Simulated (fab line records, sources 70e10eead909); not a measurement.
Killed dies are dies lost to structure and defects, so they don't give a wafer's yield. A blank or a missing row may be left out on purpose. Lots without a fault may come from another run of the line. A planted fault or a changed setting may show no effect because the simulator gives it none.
Chamber matching | flow nand_harc | NHARC_A_CONTACT_CMP_20 on cmp-02: 4 sister chambers
The step polishes, t overpolish 30 s, target thk 300 nm. 24 wafers are shown with their chamber, then 12 later ones without.

WAFERS WITH THEIR CHAMBER
wafer  | chamber | motor_current_A (A) | time_to_endpoint_s (s) | overpolish_run_s (s)
L074.1 | 1       | 10.8                | 61                     | 30.002
L074.3 | 3       | 11.1                | 61                     | 30.005
L074.5 | 1       | 10.8                | 57                     | 30.001
L078.1 | 0       | 10.1                | 61                     | 29.999
L078.3 | 3       | 11.5                | 60                     | 29.997
L078.6 | 3       | 11.3                | 61                     | 29.993
L077.2 | 3       | 11.1                | 59                     | 29.998
L077.3 | 1       | 10.5                | 57                     | 29.998
L077.6 | 0       | 11.2                | 56                     | 30.000
L083.1 | 2       | 12.3                | 65                     | 30.004
L083.4 | 3       | 11.1                | 62                     | 29.993
L083.5 | 1       | 11.3                | 63                     | 29.999
L084.1 | 1       | 11.0                | 60                     | 30.002
L084.3 | 2       | 13.0                | 64                     | 30.005
L084.6 | 3       | 11.3                | 63                     | 30.011
L086.2 | 0       | 11.3                | 58                     | 30.001
L086.4 | 2       | 12.6                | 63                     | 30.004
L086.6 | 3       | 11.9                | 59                     | 29.998
L090.2 | 0       | 10.8                | 61                     | 30.006
L090.3 | 3       | 11.7                | 59                     | 30.002
L090.5 | 3       | 10.6                | 59                     | 30.001
L093.1 | 0       | 11.1                | 52                     | 29.982
L093.4 | 3       | 11.4                | 58                     | 30.001
L093.6 | 2       | 12.5                | 55                     | 29.994

SIGNATURES (means of the wafers above)
reading            | chamber 0 | chamber 1 | chamber 2 | chamber 3 | scatter within a chamber
motor_current_A    | 10.900    | 10.880    | 12.600    | 11.300    | 0.369
time_to_endpoint_s | 57.60     | 59.60     | 61.75     | 60.10     | 2.92
overpolish_run_s   | 29.99760  | 30.00040  | 30.00175  | 29.99990  | 0.00589
Rule: a wafer's distance from a chamber is the root of the sum, over the readings, of the square of ((its reading less the chamber's mean) divided by the reading's scatter). The wafer belongs to the nearest chamber; if the next one is less than 2 further off, it can't be placed. The scatter: the root of (the sum of the squares of (reading less its chamber's mean) over the shown wafers, divided by (wafers less chambers)).

WAFERS WITHOUT THEIR CHAMBER
wafer  | motor_current_A (A) | time_to_endpoint_s (s) | overpolish_run_s (s)
L091.4 | 11.1                | 61                     | 30.006
L091.5 | 10.7                | 60                     | 29.977
L091.6 | 11.5                | 61                     | 30.000
L094.2 | 10.0                | 57                     | 30.001
L094.3 | 12.9                | 63                     | 30.001
L094.5 | 12.4                | 62                     | 30.004
L095.1 | 10.8                | 57                     | 30.011
L095.3 | 11.0                | 61                     | 30.013
L095.6 | 12.6                | 63                     | 30.003
L097.1 | 10.1                | 59                     | 30.003
L097.2 | 10.6                | 60                     | 30.006
L097.4 | 12.8                | 61                     | 29.999

WHICH CHAMBER EACH WENT THROUGH
wafer  | from the rows above          | in truth
L091.4 | can't be placed: 3 or 1 or 0 | 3
L091.5 | can't be placed: 0 or 1 or 3 | 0
L091.6 | can't be placed: 3 or 1 or 0 | 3
L094.2 | can't be placed: 0 or 1 or 3 | 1
L094.3 | 2                            | 2
L094.5 | 2                            | 2
L095.1 | can't be placed: 1 or 0 or 3 | 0
L095.3 | can't be placed: 1 or 3 or 0 | 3
L095.6 | 2                            | 2
L097.1 | can't be placed: 1 or 0 or 3 | 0
L097.2 | can't be placed: 1 or 0 or 3 | 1
L097.4 | 2                            | 2
Placed correctly: 4 of 12. Can't be placed from these rows: 8 (the true chamber is among the candidates in 8). Placed wrongly: 0.
